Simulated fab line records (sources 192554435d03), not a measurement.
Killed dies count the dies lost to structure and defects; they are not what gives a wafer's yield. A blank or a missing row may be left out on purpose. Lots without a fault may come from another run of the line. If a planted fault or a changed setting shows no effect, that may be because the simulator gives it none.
Chamber matching + flow n5Finfet + 4 sister chambers for N5_WELL_APT_DESCUM_13 on rieDiel-02
The step chemistry O2, time 7.9 s. 4 wafers are shown with their chamber, then 7 later ones without.

## WAFERS, EACH WITH ITS CHAMBER
| wafer  | chamber | drypumpMotorCurrentA (A) |
|--------|---------|--------------------------|
| L081.3 | 3       | 6.4                      |
| L086.2 | 1       | 5.5                      |
| L089.1 | 2       | 5.2                      |
| L089.3 | 0       | 6.1                      |

## WAFERS MISSING THEIR CHAMBER
| wafer  | drypumpMotorCurrentA (A) |
|--------|--------------------------|
| L089.4 | 6.4                      |
| L090.1 | 5.2                      |
| L090.2 | 6.4                      |
| L090.6 | 5.2                      |
| L094.2 | 5.2                      |
| L094.3 | 6.3                      |
| L094.6 | 5.5                      |

## EACH ONE'S CHAMBER
| wafer  | from the rows above | in truth |
|--------|---------------------|----------|
| L089.4 | 3                   | 3        |
| L090.1 | 2                   | 2        |
| L090.2 | 3                   | 3        |
| L090.6 | 2                   | 2        |
| L094.2 | 2                   | 2        |
| L094.3 | 3                   | 3        |
| L094.6 | 1                   | 1        |
Correctly placed: 7 of 7. Number that these rows cannot place: 0. Wrongly placed: 0.
How it was worked out, from the rows above alone: a wafer's distance from a chamber is the root of the sum, over the readings, of the square of ((its reading less the chamber's mean) divided by the reading's scatter). If the next closest chamber is less than 2 further off than the closest, the wafer can't be placed; otherwise it belongs to the closest. For every chamber, the mean is computed from those of its wafers that are shown. The scatter (one wafer shown for each chamber): square how far every hidden wafer sits from the nearest shown wafer, average those squares and take the square root.
